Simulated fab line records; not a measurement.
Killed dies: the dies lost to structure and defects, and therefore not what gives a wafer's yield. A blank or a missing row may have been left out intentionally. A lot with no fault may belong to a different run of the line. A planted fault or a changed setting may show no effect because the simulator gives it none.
Split-lot trial    flow n5_finfet    7 lots, 21 wafers read, on a route of 1938 steps

== ON THE SPLIT ==
At N5_BEOL_M14_TRENCH_ETCH_34 (etches SiO2 in C4F8/O2/Ar, target depth 556.65 nm, time 126.9 s), the setting time_s was moved away from the recipe's 126.9 s on 6 of the 21 wafers read, by -20.2% to +16.7%. All remaining wafers had this setting at the recipe value.

== FROM THE SPLIT TO THE READING: what the file shows between them, 8 steps ==
- N5_BEOL_M14_STRIP_70: strips in C4F8/O2/Ar
- N5_BEOL_M14_OCD_MEAS_35
- N5_BEOL_M14_STRIP_37: strips in O2
- N5_BEOL_M14_ETCH_38: etches SiCN in CF4/N2, target depth 106.5 nm, time 120.6 s
- N5_BEOL_M14_ECD_47: material Cu, target thk 1248 nm
- N5_BEOL_M14_ANNEAL_48: time 90 s
- N5_BEOL_M14_CMP_49: polishes, stops on SiO2, t overpolish 5.2 s, target thk 560 nm
- N5_BEOL_M14_DEP_53: deposits SiCN from 3MS/NH3, target thk 50 nm, time 17.8 s (also split here: time_s)

== THE READING ==
M14_RS (ohm/sq), read at N5_BEOL_M14_RS_MEAS_54 with a four-point probe. On this fab line, fault-free wafers typically give 0.0331 ohm/sq with a standard deviation of 0.00096 ohm/sq.

wafer   tool, chamber at the split  time_s as run, s  against the recipe  M14_RS, ohm/sq  against lot-mates on the recipe
L074.2  rie_diel-03, 0              126.9             recipe              0.0330          -
L074.3  rie_diel-03, 1              141.3             +11.3%              0.0281          -0.0040
L074.4  rie_diel-03, 2              126.9             recipe              0.0313          -
L075.4  rie_diel-01, 2              109.5             -13.7%              0.0398          +0.0056
L075.5  rie_diel-01, 0              126.9             recipe              0.0354          -
L075.6  rie_diel-01, 3              126.9             recipe              0.0330          -
L078.1  rie_diel-01, 2              148.1             +16.7%              0.0293          -0.0064
L078.2  rie_diel-01, 0              148.1             +16.7%              0.0304          -0.0053
L078.5  rie_diel-01, 0              126.9             recipe              0.0357          -
L080.2  rie_diel-03, 2              126.9             recipe              0.0315          -
L080.5  rie_diel-03, 0              126.9             recipe              0.0329          -
L080.6  rie_diel-03, 1              126.9             recipe              0.0317          -
L086.2  rie_diel-03, 2              126.9             recipe              0.0317          -
L086.3  rie_diel-03, 0              126.9             recipe              0.0335          -
L086.5  rie_diel-03, 0              126.9             recipe              0.0335          -
L092.1  rie_diel-01, 3              126.9             recipe              0.0336          -
L092.5  rie_diel-01, 3              101.3             -20.2%              0.0418          +0.0085
L092.6  rie_diel-01, 0              126.9             recipe              0.0330          -
L093.1  rie_diel-04, 1              126.9             recipe              0.0323          -
L093.2  rie_diel-04, 2              126.9             recipe              0.0322          -
L093.6  rie_diel-04, 1              114.9             -9.5%               0.0355          +0.0032

THE FIT
A straight line over all 21 wafers: M14_RS changes by -0.000332 ohm/sq for each +1% of time_s; r = -0.88; the points scatter about the line by 0.0015 ohm/sq.
The same after taking each lot's own level away (the mean of its wafers on the recipe; 21 wafers): -0.00038 ohm/sq for each +1%; r = -0.98; scatter 0.00072 ohm/sq.
That fit puts the effect of the largest move of time_s on the reading at 0.0077 ohm/sq.
The span of the lots' own levels, 0.03203 to 0.03570 ohm/sq, comes to 3.8 times the standard deviation stated above.
In other words, the slope is changed by the lot-to-lot level; the two fits disagree.
Check: +0.00737 ohm/sq against its lot-mates is what the line predicts for one of the wafers moved furthest among these (-20.2%) when that wafer is left out of the fit. Against them it came out at +0.0085 ohm/sq.

== OTHER SPLITS APPLIED TO THESE WAFERS ==
Note: prior to the reading, these wafers also went through further splits. Each is held against what the fit with the lots' levels taken away leaves over:
other split on the same wafers  wafers away from the commonest value  r with M14_RS (lot level and that fit taken away)
N5_BEOL_M14_DEP_53 time_s       8                                     +0.21

== THE WHOLE CHAIN: every reading that the file lists as answering this split, in the file's order ==
step                        what it does                                                     reading                                                                        change (the file's fit)                r (the file's)
N5_BEOL_M14_TRENCH_ETCH_34  etches SiO2 in C4F8/O2/Ar, target depth 556.65 nm, time 126.9 s  etch.depth_nm (the simulator's own value, which no gauge read)                 +5.83 nm for each +1% of the setting   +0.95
N5_BEOL_M14_OCD_MEAS_35                                                                      trench_depth_nm                                                                +5.84 nm for each +1% of the setting   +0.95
N5_BEOL_M14_CMP_49          polishes, stops on SiO2, t overpolish 5.2 s, target thk 560 nm   Cu_of_BEOL_M14_ECD_47.thk_nm (the simulator's own value, which no gauge read)  +5.84 nm for each +1% of the setting   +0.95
N5_BEOL_M14_RS_MEAS_54      measures by four-point-probe                                     M14_RS                                                                         -0.000389 for each +1% of the setting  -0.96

== FILE'S OWN FIT ==
M14_RS changes by -0.000389 ohm/sq for each +1% of time_s, r = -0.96.
